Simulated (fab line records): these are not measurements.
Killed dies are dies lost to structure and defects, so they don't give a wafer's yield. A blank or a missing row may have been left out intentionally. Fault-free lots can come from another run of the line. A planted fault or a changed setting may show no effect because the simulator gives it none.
Chamber matching -- flow n5-finfet -- 3 sister chambers for N5_BEOL_M1_ILD_DEP_00 on pecvd-02
The step deposits SiOC from DEMS/O2, target thk 79 nm, time 15.3 s. 3 wafers are shown with their chamber, then 7 later ones without.

## WAFERS PAIRED WITH THEIR CHAMBERS
wafer,chamber,throttle-valve-pct (%)
L085.4,0,11.4
L087.1,1,12.8
L087.5,2,12.7

## WAFERS WITHOUT THEIR CHAMBER
wafer,throttle-valve-pct (%)
L087.6,11.2
L090.2,12.8
L090.3,11.2
L090.5,11.5
L095.1,11.4
L095.4,12.9
L095.6,11.5

## THE CHAMBER EACH PASSED THROUGH
wafer,from the rows above,in truth
L087.6,0,0
L090.2,can't be placed: 1 or 2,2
L090.3,0,0
L090.5,0,0
L095.1,0,0
L095.4,can't be placed: 1 or 2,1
L095.6,0,0
5 of 7 placed correctly. Not placeable from these rows: 2 (in 2, the candidates include the true chamber). Number placed wrongly: 0.
How it was worked out, from the rows above alone: a wafer's distance from a chamber is the root of the sum, over the readings, of the square of ((its reading less the chamber's mean) divided by the reading's scatter). If the next closest chamber is less than 2 further off than the closest, the wafer can't be placed; otherwise it belongs to the closest. Each chamber's mean is taken over the wafers shown for it. The scatter: with one shown wafer a chamber, the root of the mean of the squares of how far each hidden wafer lies from its nearest shown one.
